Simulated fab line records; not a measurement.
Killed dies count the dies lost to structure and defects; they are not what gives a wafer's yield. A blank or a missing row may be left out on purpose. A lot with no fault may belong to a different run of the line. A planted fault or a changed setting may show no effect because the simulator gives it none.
fab line records | flow n5Finfet | part 1 of 2: steps 1 to 4 of 6
record lots=22 | wafers=66 | lastDay=18
route steps=1938 shown SDB@360 HKMG_FIN@400
lots that met no fault: taken from a fault-free run of the same line
startH: the number of hours between the record's first day and the start of the first shown wafer of the lot | waitH: hours elapsed since this lot's preceding step | " identical to the entry in the row above | L1.1+2: one row covering several wafers at once | - either no value or no given start | * or withheld: withheld | < > ~ a bound
route shown NAME@n: NAME is a module with steps in the file, n the number in the route of the first one | usual: average and standard deviation across the fault-free wafers | same: alike in all rows | chamber/n: place in a boat | sites: the reading at each site | _std_site: how widely they spread, as a standard deviation | _edge_site: mean of outer sites minus mean of inner sites | radiusMm: for every site, how far away it sits from the centre of the wafer | mask NAME#n: copy n | behind: the most recent tool/chamber to have shaped the wafer | hold: why the lot went on hold/how many hours it stayed there/how the hold came to an end | device: which transistor (n, p or np) failed to switch | end of line: tests run on the same wafers once the route is complete | for a step that has no rows: nothing shown but its recipe | killed: dies lost to structure and defects at the first sort, not the wafer's yield | map: the dies of a wafer, with x for killed, . for not killed, _ for no die there
set.NAME: the setting as run; set.NAME@STEP: as run at that earlier step | model.NAME: the simulator's own value behind a step, which no gauge read
a sample of lots followed through the steps of the route, with each step as a table and each wafer as a row
services: a tool's chamber out of use, with start hour (startH, from the record's first day; less than 0 if before it), hours out, and reason
## steps
# step N5_SDB_ETCH_17
# recipe chemistry=CF4 | target=SiARC | targetDepthA=234 | maskMaterial=CAR-ArF | timeS=39 | ionEnergyEv=80 | pressureMtorr=40 | sourceW=545 | biasW=36 | Ar_flow_sccm=100 | cf4FlowSccm=100 | ends=cleared
# usual drypumpMotorCurrentA=5.8/0.43 | etchRfOnTimeS=39.8/1.6 | oesProductAu=0.64/0.081 | rfVppV=183.8/1.2 | showerheadPlenumPTorr=2.12/0.079 | throttleValvePct=15.57/0.24
lot.wafer | tool       | chamber | startH | waitH | drypumpMotorCurrentA | etchRfOnTimeS | oesProductAu | rfHoursCounterH | rfVppV | showerheadPlenumPTorr | throttleValvePct
L074.3    | rieDiel-05 | 1       | 70.34  | 0.0   | 6.2                  | 39.7          | 0.67         | 116             | 186.3  | 2.24                  | 15.66
L074.5    | "          | 0       | "      | "     | 5.1                  | 37.1          | 0.62         | -               | 184.7  | 2.21                  | 15.59
L074.6    | "          | 3       | "      | "     | 5.5                  | 37.1          | 0.61         | -               | 184.7  | 2.13                  | 16.15
L076.1    | rieDiel-05 | 0       | 83.05  | 0.0   | 5.1                  | 38.2          | 0.61         | 232             | 185.3  | 2.21                  | 15.60
L076.4    | "          | 1       | "      | "     | 6.1                  | 40.8          | 0.66         | 121             | 185.5  | 2.24                  | 15.67
L076.6    | "          | 2       | "      | "     | 5.4                  | 41.1          | 0.64         | -               | 182.6  | 1.98                  | 15.46
L077.2    | rieDiel-02 | 1       | 89.98  | 0.0   | 5.9                  | 41.5          | 0.57         | 236             | 184.0  | 2.18                  | 15.56
L077.3    | "          | 3       | "      | "     | 6.6                  | 41.6          | 0.60         | 175             | 184.2  | 2.13                  | 15.31
L077.4    | "          | 0       | "      | "     | 6.1                  | 38.7          | 0.61         | 178             | 182.5  | 2.05                  | 15.45
L078.3    | rieDiel-02 | 2       | 90.33  | 0.0   | 5.5                  | 39.0          | 0.61         | 203             | 184.3  | 2.13                  | 15.79
L078.4    | "          | 0       | "      | "     | 6.1                  | 38.7          | 0.61         | 178             | 183.0  | 2.05                  | 15.45
L078.6    | "          | 2       | "      | "     | 5.5                  | 38.8          | 0.61         | -               | 184.0  | 2.13                  | 15.82
L079.1    | rieDiel-04 | 1       | 96.80  | 0.0   | 5.5                  | 39.1          | 0.61         | 196             | 184.6  | 2.21                  | 15.42
L079.4    | "          | 3       | "      | "     | 6.0                  | 41.9          | 0.56         | 241             | 183.7  | 2.12                  | 15.58
L079.6    | "          | 3       | "      | "     | 6.1                  | 41.5          | 0.56         | -               | 182.9  | 2.12                  | 15.57
L080.1    | rieDiel-02 | 3       | 101.38 | 0.0   | 6.6                  | 42.3          | 0.58         | 180             | 184.2  | 2.12                  | 15.31
L080.2    | "          | 1       | "      | "     | 5.9                  | 41.9          | 0.56         | 241             | 185.3  | 2.18                  | 15.59
L080.3    | "          | 2       | "      | "     | 5.6                  | 39.1          | 0.60         | 208             | 183.8  | 2.13                  | 15.82
L081.2    | rieDiel-04 | 2       | 111.38 | 0.0   | 5.3                  | 39.7          | 0.60         | 211             | 185.4  | 2.12                  | 15.86
L081.4    | "          | 3       | "      | "     | 6.1                  | 41.7          | 0.55         | -               | 183.2  | 2.12                  | 15.60
L081.6    | "          | 0       | "      | "     | 5.6                  | 39.0          | 0.78         | -               | 185.1  | 2.29                  | 15.55
L082.2    | rieDiel-05 | 2       | 117.25 | 0.0   | 5.5                  | 40.6          | 0.62         | 150             | 181.9  | 1.97                  | 15.50
L082.3    | "          | 0       | "      | "     | 5.1                  | 38.0          | 0.60         | 245             | 183.5  | 2.20                  | 15.62
L082.6    | "          | 1       | "      | "     | 6.2                  | 40.0          | 0.65         | -               | 185.9  | 2.24                  | 15.71
L083.1    | rieDiel-02 | 2       | 124.01 | 0.0   | 5.6                  | 38.7          | 0.60         | 218             | 184.1  | 2.12                  | 15.83
L083.3    | "          | 3       | "      | "     | 6.5                  | 41.7          | 0.59         | 190             | 182.3  | 2.12                  | 15.34
L083.6    | "          | 0       | "      | "     | 6.2                  | 39.0          | 0.60         | -               | 183.9  | 2.05                  | 15.47
L085.4    | rieDiel-02 | 2       | 140.06 | 0.0   | 5.6                  | 39.1          | 0.59         | -               | 181.8  | 2.12                  | 15.85
L085.5    | "          | 3       | "      | "     | 6.5                  | 41.8          | 0.58         | -               | 183.7  | 2.12                  | 15.33
L085.6    | "          | 0       | "      | "     | 6.1                  | 38.8          | 0.60         | -               | 182.7  | 2.05                  | 15.48
L086.2    | rieDiel-05 | 2       | 144.18 | 0.0   | 5.5                  | 40.5          | 0.63         | 158             | 181.1  | 1.97                  | 15.48
L086.4    | "          | 2       | "      | "     | 5.5                  | 40.2          | 0.63         | -               | 182.1  | 1.97                  | 15.51
L086.6    | "          | 3       | "      | "     | 5.5                  | 36.2          | 0.85         | -               | 183.8  | 2.12                  | 15.70
L087.1    | rieDiel-05 | 1       | 148.66 | 0.0   | 6.1                  | 39.8          | 0.64         | 145             | 185.5  | 2.23                  | 15.72
L087.2    | "          | 3       | "      | "     | 5.5                  | 36.2          | 0.84         | 10              | 184.4  | 2.12                  | 15.68
L087.3    | "          | 2       | "      | "     | 5.5                  | 40.4          | 0.62         | 161             | 181.5  | 1.97                  | 15.52
L088.1    | rieDiel-02 | 2       | 152.08 | 0.0   | 5.6                  | 39.1          | 0.60         | 230             | 183.4  | 2.12                  | 15.86
L088.2    | "          | 0       | "      | "     | 6.1                  | 38.8          | 0.60         | 202             | 183.4  | 2.05                  | 15.52
L088.3    | "          | 3       | "      | "     | 6.5                  | 41.9          | 0.58         | 202             | 182.7  | 2.12                  | 15.36
L089.1    | rieDiel-02 | 1       | 155.80 | 0.0   | 5.9                  | 41.0          | 0.81         | 1               | 184.7  | 2.18                  | 15.08
L089.3    | "          | 2       | "      | "     | 5.6                  | 39.0          | 0.60         | 232             | 184.2  | 2.12                  | 15.87
L089.4    | "          | 3       | "      | "     | 6.6                  | 41.6          | 0.58         | 204             | 184.3  | 2.12                  | 15.36
L090.2    | rieDiel-02 | 2       | 160.82 | 0.0   | 5.6                  | 39.1          | 0.59         | 233             | 183.4  | 2.12                  | 15.86
L090.3    | "          | 3       | "      | "     | 6.5                  | 42.3          | 0.58         | 206             | 184.4  | 2.12                  | 15.38
L090.5    | "          | 1       | "      | "     | 5.9                  | 41.6          | 0.80         | -               | 184.9  | 2.18                  | 15.07
L091.3    | rieDiel-02 | 0       | 166.26 | 0.0   | 6.1                  | 38.6          | 0.60         | 207             | 183.4  | 2.04                  | 15.50
L091.4    | "          | 3       | "      | "     | 6.5                  | 41.5          | 0.58         | 207             | 183.2  | 2.12                  | 15.37
L091.6    | "          | 3       | "      | "     | 6.6                  | 41.6          | 0.58         | -               | 182.5  | 2.12                  | 15.35
L092.2    | rieDiel-05 | 1       | 179.32 | 0.0   | 6.1                  | 40.0          | 0.64         | 156             | 185.7  | 2.23                  | 15.77
L092.4    | "          | 2       | "      | "     | 5.4                  | 41.1          | 0.61         | 172             | 182.3  | 1.96                  | 15.54
L092.6    | "          | 3       | "      | "     | 5.6                  | 37.6          | 0.80         | -               | 183.1  | 2.12                  | 15.72
L093.1    | rieDiel-04 | 0       | 181.16 | 0.0   | 5.6                  | 38.7          | 0.74         | 51              | 186.3  | 2.27                  | 15.61
L093.4    | "          | 0       | "      | "     | 5.6                  | 38.8          | 0.73         | -               | 185.9  | 2.28                  | 15.60
L093.6    | "          | 3       | "      | "     | 6.1                  | 39.9          | 0.79         | -               | 185.1  | 2.11                  | 15.16
L094.1    | rieDiel-02 | 2       | 187.50 | 0.0   | 5.6                  | 38.8          | 0.58         | 243             | 182.6  | 2.11                  | 15.89
L094.2    | "          | 1       | "      | "     | 5.9                  | 41.7          | 0.77         | 13              | 183.5  | 2.17                  | 15.10
L094.3    | "          | 3       | "      | "     | 6.5                  | 41.4          | 0.58         | 212             | 184.4  | 2.11                  | 15.38
L095.3    | rieDiel-05 | 1       | 198.73 | 0.0   | 6.1                  | 39.8          | 0.63         | 163             | 185.7  | 2.23                  | 15.73
L095.5    | "          | 2       | "      | "     | 5.5                  | 41.0          | 0.61         | -               | 180.7  | 1.96                  | 15.55
L095.6    | "          | 1       | "      | "     | 6.1                  | 39.7          | 0.64         | -               | 185.6  | 2.23                  | 15.75
L096.2    | rieDiel-02 | 0       | 203.64 | 0.0   | 6.1                  | 39.2          | 0.58         | 222             | 183.2  | 2.04                  | 15.53
L096.3    | "          | 3       | "      | "     | 6.6                  | 41.9          | 0.57         | 217             | 182.9  | 2.11                  | 15.39
L096.5    | "          | 1       | "      | "     | 5.9                  | 41.4          | 0.76         | -               | 185.5  | 2.17                  | 15.13
L097.2    | rieDiel-05 | 0       | 204.77 | 0.0   | 5.1                  | 36.1          | 0.81         | 16              | 185.2  | 2.20                  | 15.15
L097.4    | "          | 2       | "      | "     | 5.4                  | 40.9          | 0.61         | -               | 181.3  | 1.96                  | 15.57
L097.5    | "          | 1       | "      | "     | 6.1                  | 40.0          | 0.64         | -               | 184.7  | 2.22                  | 15.75
# step N5_SDB_ETCH_18
# recipe chemistry=N2/H2 | target=SOC | targetDepthA=1000 | overetchA=200 | maskMaterial=SiARC | tempC=40 | timeS=150 | ionEnergyEv=200 | pressureMtorr=30 | sourceW=840 | biasW=150 | n2FlowSccm=200 | h2FlowSccm=200
# usual drypumpMotorCurrentA=5.8/0.43 | oesProductAu=0.68/0.08 | rfVppV=523.3/2.9 | showerheadPlenumPTorr=2.53/0.1 | throttleValvePct=17.86/0.23
lot.wafer | tool       | chamber | startH | waitH | drypumpMotorCurrentA | oesProductAu | rfHoursCounterH | rfVppV | showerheadPlenumPTorr | throttleValvePct
L074.3    | rieDiel-05 | 1       | 70.37  | 0.0   | 6.1                  | 0.71         | 116             | 526.6  | 2.66                  | 17.80
L074.5    | "          | 0       | "      | "     | 5.1                  | 0.63         | -               | 526.5  | 2.63                  | 17.77
L074.6    | "          | 3       | "      | "     | 5.5                  | 0.63         | -               | 523.3  | 2.51                  | 18.43
L076.1    | rieDiel-05 | 0       | 83.08  | 0.0   | 5.1                  | 0.64         | 232             | 522.7  | 2.63                  | 17.80
L076.4    | "          | 1       | "      | "     | 6.2                  | 0.71         | 121             | 528.1  | 2.65                  | 17.80
L076.6    | "          | 2       | "      | "     | 5.5                  | 0.68         | -               | 519.2  | 2.34                  | 17.66
L077.2    | rieDiel-02 | 1       | 90.01  | 0.0   | 5.9                  | 0.62         | 236             | 525.4  | 2.63                  | 18.06
L077.3    | "          | 3       | "      | "     | 6.6                  | 0.65         | 175             | 523.5  | 2.54                  | 17.74
L077.4    | "          | 0       | "      | "     | 6.1                  | 0.64         | 178             | 521.4  | 2.44                  | 17.71
L078.3    | rieDiel-02 | 2       | 90.37  | 0.0   | 5.6                  | 0.63         | 203             | 523.1  | 2.54                  | 18.09
L078.4    | "          | 0       | "      | "     | 6.1                  | 0.64         | 178             | 521.8  | 2.44                  | 17.71
L078.6    | "          | 2       | "      | "     | 5.6                  | 0.64         | -               | 524.9  | 2.54                  | 18.10
L079.1    | rieDiel-04 | 1       | 96.84  | 0.0   | 5.5                  | 0.63         | 196             | 525.8  | 2.64                  | 17.69
L079.4    | "          | 3       | "      | "     | 6.1                  | 0.60         | 241             | 524.0  | 2.48                  | 17.58
L079.6    | "          | 3       | "      | "     | 6.1                  | 0.60         | -               | 523.8  | 2.48                  | 17.58
L080.1    | rieDiel-02 | 3       | 101.41 | 0.0   | 6.5                  | 0.65         | 180             | 524.4  | 2.54                  | 17.77
L080.2    | "          | 1       | "      | "     | 5.9                  | 0.61         | 241             | 525.7  | 2.63                  | 18.08
L080.3    | "          | 2       | "      | "     | 5.6                  | 0.63         | 208             | 522.5  | 2.53                  | 18.10
L081.2    | rieDiel-04 | 2       | 111.42 | 0.0   | 5.3                  | 0.63         | 211             | 523.9  | 2.54                  | 18.31
L081.4    | "          | 3       | "      | "     | 6.1                  | 0.60         | -               | 524.4  | 2.48                  | 17.58
L081.6    | "          | 0       | "      | "     | 5.6                  | 0.81         | -               | 527.6  | 2.73                  | 17.86
L082.2    | rieDiel-05 | 2       | 117.29 | 0.0   | 5.5                  | 0.67         | 150             | 516.3  | 2.33                  | 17.69
L082.3    | "          | 0       | "      | "     | 5.2                  | 0.62         | 245             | 524.2  | 2.62                  | 17.82
L082.6    | "          | 1       | "      | "     | 6.1                  | 0.70         | -               | 526.3  | 2.65                  | 17.83
L083.1    | rieDiel-02 | 2       | 124.04 | 0.0   | 5.6                  | 0.63         | 218             | 523.4  | 2.53                  | 18.11
L083.3    | "          | 3       | "      | "     | 6.5                  | 0.64         | 190             | 522.8  | 2.53                  | 17.78
L083.6    | "          | 0       | "      | "     | 6.2                  | 0.63         | -               | 519.8  | 2.43                  | 17.73
L085.4    | rieDiel-02 | 2       | 140.15 | 0.1   | 5.6                  | 0.63         | -               | 523.1  | 2.53                  | 18.12
L085.5    | "          | 3       | "      | "     | 6.6                  | 0.64         | -               | 522.4  | 2.53                  | 17.80
L085.6    | "          | 0       | "      | "     | 6.2                  | 0.63         | -               | 521.9  | 2.43                  | 17.73
L086.2    | rieDiel-05 | 2       | 144.22 | 0.0   | 5.5                  | 0.67         | 158             | 518.0  | 2.33                  | 17.70
L086.4    | "          | 2       | "      | "     | 5.4                  | 0.66         | -               | 518.1  | 2.33                  | 17.70
L086.6    | "          | 3       | "      | "     | 5.6                  | 0.85         | -               | 523.5  | 2.50                  | 18.02
L087.1    | rieDiel-05 | 1       | 148.70 | 0.0   | 6.2                  | 0.69         | 145             | 528.2  | 2.64                  | 17.84
L087.2    | "          | 3       | "      | "     | 5.5                  | 0.84         | 10              | 522.0  | 2.50                  | 18.00
L087.3    | "          | 2       | "      | "     | 5.4                  | 0.67         | 161             | 518.4  | 2.33                  | 17.69
L088.1    | rieDiel-02 | 2       | 152.12 | 0.0   | 5.6                  | 0.62         | 230             | 521.5  | 2.53                  | 18.13
L088.2    | "          | 0       | "      | "     | 6.1                  | 0.63         | 202             | 522.6  | 2.43                  | 17.75
L088.3    | "          | 3       | "      | "     | 6.6                  | 0.63         | 202             | 522.9  | 2.53                  | 17.80
L089.1    | rieDiel-02 | 1       | 155.84 | 0.0   | 5.9                  | 0.90         | 1               | 525.5  | 2.62                  | 17.62
L089.3    | "          | 2       | "      | "     | 5.6                  | 0.62         | 232             | 523.0  | 2.52                  | 18.15
L089.4    | "          | 3       | "      | "     | 6.6                  | 0.64         | 204             | 523.4  | 2.53                  | 17.81
L090.2    | rieDiel-02 | 2       | 160.86 | 0.0   | 5.6                  | 0.62         | 233             | 522.5  | 2.52                  | 18.14
L090.3    | "          | 3       | "      | "     | 6.6                  | 0.62         | 206             | 523.4  | 2.53                  | 17.79
L090.5    | "          | 1       | "      | "     | 5.9                  | 0.87         | -               | 525.7  | 2.62                  | 17.61
L091.3    | rieDiel-02 | 0       | 166.30 | 0.0   | 6.2                  | 0.62         | 207             | 520.2  | 2.43                  | 17.77
L091.4    | "          | 3       | "      | "     | 6.5                  | 0.63         | 207             | 524.1  | 2.53                  | 17.79
L091.6    | "          | 3       | "      | "     | 6.5                  | 0.63         | -               | 523.5  | 2.53                  | 17.81
L092.2    | rieDiel-05 | 1       | 179.35 | 0.0   | 6.1                  | 0.69         | 156             | 526.5  | 2.64                  | 17.86
L092.4    | "          | 2       | "      | "     | 5.5                  | 0.66         | 172             | 517.2  | 2.32                  | 17.71
L092.6    | "          | 3       | "      | "     | 5.6                  | 0.81         | -               | 523.0  | 2.50                  | 18.05
L093.1    | rieDiel-04 | 0       | 181.19 | 0.0   | 5.6                  | 0.77         | 51              | 529.5  | 2.72                  | 17.90
L093.4    | "          | 0       | "      | "     | 5.6                  | 0.77         | -               | 527.0  | 2.72                  | 17.91
L093.6    | "          | 3       | "      | "     | 6.1                  | 0.84         | -               | 523.0  | 2.47                  | 17.26
L094.1    | rieDiel-02 | 2       | 187.54 | 0.0   | 5.6                  | 0.61         | 243             | 522.7  | 2.52                  | 18.17
L094.2    | "          | 1       | "      | "     | 5.9                  | 0.84         | 13              | 524.9  | 2.62                  | 17.66
L094.3    | "          | 3       | "      | "     | 6.6                  | 0.62         | 212             | 523.5  | 2.52                  | 17.83
L095.3    | rieDiel-05 | 1       | 198.77 | 0.0   | 6.1                  | 0.67         | 163             | 525.3  | 2.64                  | 17.88
L095.5    | "          | 2       | "      | "     | 5.5                  | 0.65         | -               | 518.8  | 2.32                  | 17.71
L095.6    | "          | 1       | "      | "     | 6.2                  | 0.68         | -               | 527.2  | 2.64                  | 17.87
L096.2    | rieDiel-02 | 0       | 203.67 | 0.0   | 6.1                  | 0.61         | 222             | 519.1  | 2.42                  | 17.78
L096.3    | "          | 3       | "      | "     | 6.5                  | 0.62         | 217             | 522.6  | 2.52                  | 17.83
L096.5    | "          | 1       | "      | "     | 5.9                  | 0.83         | -               | 526.9  | 2.62                  | 17.66
L097.2    | rieDiel-05 | 0       | 204.80 | 0.0   | 5.1                  | 0.82         | 16              | 525.2  | 2.62                  | 17.36
L097.4    | "          | 2       | "      | "     | 5.5                  | 0.65         | -               | 517.7  | 2.32                  | 17.73
L097.5    | "          | 1       | "      | "     | 6.2                  | 0.67         | -               | 527.3  | 2.63                  | 17.86
# step N5_SDB_STRIP_21
# recipe chemistry=CF4 | resist=SiARC | powerW=300 | biasPowerW=75 | pressureMtorr=50 | cf4FlowSccm=150 | rfFrequencyHz=6e+07
# usual drypumpMotorCurrentA=5.8/0.43 | oesProductAu=0.75/0.088 | rfVppV=270.7/1.7 | showerheadPlenumPTorr=1.78/0.068 | throttleValvePct=13.55/0.26
lot.wafer | tool       | chamber | startH | waitH | drypumpMotorCurrentA | oesProductAu | rfHoursCounterH | rfVppV | showerheadPlenumPTorr | throttleValvePct
L074.3    | rieDiel-05 | 1       | 70.51  | 0.0   | 6.1                  | 0.78         | 116             | 273.6  | 1.89                  | 13.67
L074.5    | "          | 0       | "      | "     | 5.1                  | 0.70         | -               | 273.9  | 1.84                  | 13.58
L074.6    | "          | 3       | "      | "     | 5.6                  | 0.69         | -               | 270.2  | 1.77                  | 14.10
L076.1    | rieDiel-05 | 0       | 83.22  | 0.0   | 5.1                  | 0.70         | 232             | 272.3  | 1.84                  | 13.57
L076.4    | "          | 1       | "      | "     | 6.1                  | 0.78         | 121             | 273.9  | 1.89                  | 13.66
L076.6    | "          | 2       | "      | "     | 5.5                  | 0.76         | -               | 268.4  | 1.67                  | 13.48
L077.2    | rieDiel-02 | 1       | 90.15  | 0.0   | 5.9                  | 0.68         | 236             | 271.8  | 1.83                  | 13.60
L077.3    | "          | 3       | "      | "     | 6.6                  | 0.72         | 175             | 272.5  | 1.76                  | 13.24
L077.4    | "          | 0       | "      | "     | 6.1                  | 0.70         | 178             | 270.4  | 1.71                  | 13.40
L078.3    | rieDiel-02 | 2       | 90.50  | 0.0   | 5.6                  | 0.70         | 203             | 269.8  | 1.79                  | 13.83
L078.4    | "          | 0       | "      | "     | 6.1                  | 0.71         | 178             | 270.1  | 1.71                  | 13.41
L078.6    | "          | 2       | "      | "     | 5.6                  | 0.70         | -               | 269.5  | 1.79                  | 13.84
L079.1    | rieDiel-04 | 1       | 96.98  | 0.0   | 5.5                  | 0.71         | 196             | 272.0  | 1.85                  | 13.41
L079.4    | "          | 3       | "      | "     | 6.0                  | 0.66         | 241             | 270.2  | 1.77                  | 13.60
L079.6    | "          | 3       | "      | "     | 6.1                  | 0.67         | -               | 269.9  | 1.78                  | 13.62
L080.1    | rieDiel-02 | 3       | 101.55 | 0.0   | 6.5                  | 0.71         | 180             | 271.2  | 1.76                  | 13.24
L080.2    | "          | 1       | "      | "     | 5.9                  | 0.68         | 241             | 272.7  | 1.83                  | 13.61
L080.3    | "          | 2       | "      | "     | 5.6                  | 0.70         | 208             | 271.3  | 1.79                  | 13.85
L081.2    | rieDiel-04 | 2       | 111.55 | 0.0   | 5.3                  | 0.70         | 211             | 271.0  | 1.78                  | 13.84
L081.4    | "          | 3       | "      | "     | 6.1                  | 0.66         | -               | 271.0  | 1.77                  | 13.64
L081.6    | "          | 0       | "      | "     | 5.6                  | 0.90         | -               | 273.3  | 1.93                  | 13.54
L082.2    | rieDiel-05 | 2       | 117.43 | 0.0   | 5.5                  | 0.74         | 150             | 267.2  | 1.66                  | 13.51
L082.3    | "          | 0       | "      | "     | 5.1                  | 0.69         | 245             | 272.1  | 1.84                  | 13.61
L082.6    | "          | 1       | "      | "     | 6.1                  | 0.77         | -               | 275.0  | 1.88                  | 13.70
L083.1    | rieDiel-02 | 2       | 124.18 | 0.0   | 5.6                  | 0.70         | 218             | 270.6  | 1.78                  | 13.87
L083.3    | "          | 3       | "      | "     | 6.5                  | 0.70         | 190             | 271.8  | 1.76                  | 13.27
L083.6    | "          | 0       | "      | "     | 6.1                  | 0.70         | -               | 267.7  | 1.71                  | 13.44
L085.4    | rieDiel-02 | 2       | 140.23 | 0.0   | 5.6                  | 0.69         | -               | 271.5  | 1.78                  | 13.86
L085.5    | "          | 3       | "      | "     | 6.5                  | 0.71         | -               | 270.5  | 1.75                  | 13.29
L085.6    | "          | 0       | "      | "     | 6.1                  | 0.70         | -               | 268.2  | 1.71                  | 13.44
L086.2    | rieDiel-05 | 2       | 144.36 | 0.0   | 5.5                  | 0.73         | 159             | 268.1  | 1.66                  | 13.54
L086.4    | "          | 2       | "      | "     | 5.4                  | 0.74         | -               | 268.3  | 1.66                  | 13.56
L086.6    | "          | 3       | "      | "     | 5.6                  | 0.94         | -               | 269.2  | 1.77                  | 13.57
L087.1    | rieDiel-05 | 1       | 148.84 | 0.0   | 6.1                  | 0.76         | 145             | 273.1  | 1.88                  | 13.73
L087.2    | "          | 3       | "      | "     | 5.6                  | 0.93         | 10              | 269.6  | 1.77                  | 13.58
L087.3    | "          | 2       | "      | "     | 5.5                  | 0.74         | 161             | 268.1  | 1.66                  | 13.54
L088.1    | rieDiel-02 | 2       | 152.25 | 0.0   | 5.6                  | 0.69         | 230             | 269.9  | 1.78                  | 13.88
L088.2    | "          | 0       | "      | "     | 6.1                  | 0.69         | 202             | 269.4  | 1.71                  | 13.46
L088.3    | "          | 3       | "      | "     | 6.5                  | 0.70         | 202             | 270.3  | 1.75                  | 13.30
L089.1    | rieDiel-02 | 1       | 155.98 | 0.0   | 5.9                  | 0.98         | 1               | 272.2  | 1.82                  | 13.04
L089.3    | "          | 2       | "      | "     | 5.6                  | 0.68         | 232             | 270.7  | 1.78                  | 13.88
L089.4    | "          | 3       | "      | "     | 6.6                  | 0.70         | 204             | 270.0  | 1.75                  | 13.31
L090.2    | rieDiel-02 | 2       | 160.99 | 0.0   | 5.6                  | 0.68         | 234             | 271.2  | 1.78                  | 13.89
L090.3    | "          | 3       | "      | "     | 6.5                  | 0.70         | 206             | 270.9  | 1.75                  | 13.32
L090.5    | "          | 1       | "      | "     | 5.9                  | 0.97         | -               | 271.6  | 1.82                  | 13.04
L091.3    | rieDiel-02 | 0       | 166.43 | 0.0   | 6.1                  | 0.69         | 207             | 269.2  | 1.70                  | 13.49
L091.4    | "          | 3       | "      | "     | 6.5                  | 0.68         | 207             | 270.4  | 1.75                  | 13.29
L091.6    | "          | 3       | "      | "     | 6.5                  | 0.69         | -               | 271.1  | 1.75                  | 13.31
L092.2    | rieDiel-05 | 1       | 179.49 | 0.0   | 6.1                  | 0.76         | 156             | 273.3  | 1.88                  | 13.75
L092.4    | "          | 2       | "      | "     | 5.5                  | 0.73         | 172             | 267.9  | 1.66                  | 13.56
L092.6    | "          | 3       | "      | "     | 5.5                  | 0.90         | -               | 269.8  | 1.77                  | 13.60
L093.1    | rieDiel-04 | 0       | 181.33 | 0.0   | 5.6                  | 0.85         | 51              | 273.7  | 1.92                  | 13.61
L093.4    | "          | 0       | "      | "     | 5.6                  | 0.85         | -               | 273.9  | 1.92                  | 13.62
L093.6    | "          | 3       | "      | "     | 6.0                  | 0.94         | -               | 267.9  | 1.77                  | 13.11
L094.1    | rieDiel-02 | 2       | 187.68 | 0.0   | 5.6                  | 0.68         | 243             | 269.7  | 1.78                  | 13.89
L094.2    | "          | 1       | "      | "     | 5.9                  | 0.93         | 13              | 271.9  | 1.82                  | 13.07
L094.3    | "          | 3       | "      | "     | 6.6                  | 0.69         | 212             | 270.4  | 1.75                  | 13.31
L095.3    | rieDiel-05 | 1       | 198.90 | 0.0   | 6.1                  | 0.75         | 163             | 272.6  | 1.87                  | 13.76
L095.5    | "          | 2       | "      | "     | 5.5                  | 0.73         | -               | 266.2  | 1.65                  | 13.57
L095.6    | "          | 1       | "      | "     | 6.1                  | 0.75         | -               | 272.0  | 1.87                  | 13.76
L096.2    | rieDiel-02 | 0       | 203.81 | 0.0   | 6.1                  | 0.68         | 222             | 268.6  | 1.70                  | 13.50
L096.3    | "          | 3       | "      | "     | 6.5                  | 0.69         | 217             | 271.0  | 1.75                  | 13.33
L096.5    | "          | 1       | "      | "     | 5.9                  | 0.92         | -               | 270.8  | 1.82                  | 13.10
L097.2    | rieDiel-05 | 0       | 204.94 | 0.0   | 5.1                  | 0.90         | 16              | 272.3  | 1.83                  | 13.07
L097.4    | "          | 2       | "      | "     | 5.4                  | 0.72         | -               | 267.7  | 1.65                  | 13.58
L097.5    | "          | 1       | "      | "     | 6.1                  | 0.74         | -               | 271.9  | 1.87                  | 13.78
# step N5_HKMG_FIN_INSPECT_61
# recipe mode=adi | inspectInstrument=macro
# usual rawDefectCount=2.0/1.5
lot.wafer | tool             | chamber | startH | waitH | rawDefectCount
L074.3    | defectInspect-02 | -       | 75.86  | 0.0   | 4
L074.5    | "                | -       | "      | "     | 1
L074.6    | "                | -       | "      | "     | 1
L076.1    | defectInspect-02 | -       | 88.52  | 0.0   | 4
L076.4    | "                | -       | "      | "     | 0
L076.6    | "                | -       | "      | "     | 1
L077.2    | defectInspect-01 | -       | 95.96  | 0.0   | 2
L077.3    | "                | -       | "      | "     | 1
L077.4    | "                | -       | "      | "     | 2
L078.3    | defectInspect-01 | -       | 99.58  | 0.0   | 3
L078.4    | "                | -       | "      | "     | 1
L078.6    | "                | -       | "      | "     | 1
L079.1    | defectInspect-01 | -       | 103.30 | 0.0   | 1
L079.4    | "                | -       | "      | "     | 2
L079.6    | "                | -       | "      | "     | 0
L080.1    | defectInspect-02 | -       | 106.86 | 0.0   | 2
L080.2    | "                | -       | "      | "     | 1
L080.3    | "                | -       | "      | "     | 1
L081.2    | defectInspect-01 | -       | 117.18 | 0.0   | 2
L081.4    | "                | -       | "      | "     | 0
L081.6    | "                | -       | "      | "     | 3
L082.2    | defectInspect-01 | -       | 122.77 | 0.0   | 0
L082.3    | "                | -       | "      | "     | 0
L082.6    | "                | -       | "      | "     | 5
L083.1    | defectInspect-02 | -       | 129.93 | 0.0   | 4
L083.3    | "                | -       | "      | "     | 4
L083.6    | "                | -       | "      | "     | 6
L085.4    | defectInspect-02 | -       | 145.86 | 0.0   | 2
L085.5    | "                | -       | "      | "     | 3
L085.6    | "                | -       | "      | "     | 1
L086.2    | defectInspect-02 | -       | 150.00 | 0.0   | 2
L086.4    | "                | -       | "      | "     | 5
L086.6    | "                | -       | "      | "     | 0
L087.1    | defectInspect-01 | -       | 154.65 | 0.0   | 1
L087.2    | "                | -       | "      | "     | 1
L087.3    | "                | -       | "      | "     | 0
L088.1    | defectInspect-01 | -       | 157.72 | 0.0   | 1
L088.2    | "                | -       | "      | "     | 5
L088.3    | "                | -       | "      | "     | 1
L089.1    | defectInspect-02 | -       | 161.34 | 0.0   | 0
L089.3    | "                | -       | "      | "     | 0
L089.4    | "                | -       | "      | "     | 4
L090.2    | defectInspect-01 | -       | 166.55 | 0.0   | 1
L090.3    | "                | -       | "      | "     | 0
L090.5    | "                | -       | "      | "     | 2
L091.3    | defectInspect-02 | -       | 172.51 | 0.0   | 3
L091.4    | "                | -       | "      | "     | 2
L091.6    | "                | -       | "      | "     | 1
L092.2    | defectInspect-02 | -       | 185.01 | 0.0   | 1
L092.4    | "                | -       | "      | "     | 1
L092.6    | "                | -       | "      | "     | 4
L093.1    | defectInspect-02 | -       | 187.75 | 0.0   | 4
L093.4    | "                | -       | "      | "     | 1
L093.6    | "                | -       | "      | "     | 3
L094.1    | defectInspect-02 | -       | 193.21 | 0.0   | 2
L094.2    | "                | -       | "      | "     | 1
L094.3    | "                | -       | "      | "     | 2
L095.3    | defectInspect-02 | -       | 204.30 | 0.0   | 1
L095.5    | "                | -       | "      | "     | 1
L095.6    | "                | -       | "      | "     | 4
L096.2    | defectInspect-02 | -       | 209.59 | 0.0   | 3
L096.3    | "                | -       | "      | "     | 7
L096.5    | "                | -       | "      | "     | 2
L097.2    | defectInspect-02 | -       | 210.44 | 0.0   | 1
L097.4    | "                | -       | "      | "     | 2
L097.5    | "                | -       | "      | "     | 0
